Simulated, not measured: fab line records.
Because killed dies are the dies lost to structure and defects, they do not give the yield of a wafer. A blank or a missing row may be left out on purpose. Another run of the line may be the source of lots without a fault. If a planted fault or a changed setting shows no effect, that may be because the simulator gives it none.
Matching of chambers / flow nandHarc / 4 sister chambers for NHARC_P_M1_ETCH_35 on rieDiel-04
The step etches the open film in N2/H2, target depth 40 nm, overetch 12 nm, time 43.94 s. 8 wafers are shown with their chamber, then 7 later ones without.

## EACH WAFER AND ITS CHAMBER
wafer=L932.4; chamber=0; drypumpMotorCurrentA (A)=5.4; rfVppV (V)=426
wafer=L935.2; chamber=1; drypumpMotorCurrentA (A)=6.5; rfVppV (V)=427
wafer=L935.3; chamber=2; drypumpMotorCurrentA (A)=5.8; rfVppV (V)=426
wafer=L937.3; chamber=3; drypumpMotorCurrentA (A)=5.6; rfVppV (V)=432
wafer=L937.4; chamber=1; drypumpMotorCurrentA (A)=6.5; rfVppV (V)=428
wafer=L937.6; chamber=0; drypumpMotorCurrentA (A)=5.3; rfVppV (V)=427
wafer=L939.1; chamber=2; drypumpMotorCurrentA (A)=5.8; rfVppV (V)=426
wafer=L939.4; chamber=3; drypumpMotorCurrentA (A)=5.5; rfVppV (V)=431

## WAFERS MISSING THEIR CHAMBER
wafer=L939.6; drypumpMotorCurrentA (A)=5.8; rfVppV (V)=427
wafer=L944.1; drypumpMotorCurrentA (A)=5.8; rfVppV (V)=426
wafer=L944.2; drypumpMotorCurrentA (A)=5.3; rfVppV (V)=424
wafer=L944.4; drypumpMotorCurrentA (A)=6.5; rfVppV (V)=426
wafer=L946.2; drypumpMotorCurrentA (A)=5.3; rfVppV (V)=426
wafer=L946.4; drypumpMotorCurrentA (A)=5.5; rfVppV (V)=432
wafer=L946.5; drypumpMotorCurrentA (A)=5.8; rfVppV (V)=427

## THE CHAMBER EACH PASSED THROUGH
wafer=L939.6; from the rows above=2; in truth=2
wafer=L944.1; from the rows above=2; in truth=2
wafer=L944.2; from the rows above=0; in truth=0
wafer=L944.4; from the rows above=1; in truth=1
wafer=L946.2; from the rows above=0; in truth=0
wafer=L946.4; from the rows above=3; in truth=3
wafer=L946.5; from the rows above=2; in truth=2
Placed correctly: 7 of 7. Can't be placed from these rows: 0. Wrongly placed: 0.
How it was worked out, from the rows above alone: a wafer's distance from a chamber is the root of the sum, over the readings, of the square of ((its reading less the chamber's mean) divided by the reading's scatter). The wafer belongs to the nearest chamber; if the next one is less than 2 further off, it can't be placed. Each chamber's mean is taken over the wafers shown for it. The scatter: take each reading less its chamber's mean, square it, sum over the shown wafers, divide by the number of wafers less the number of chambers, and take the root.
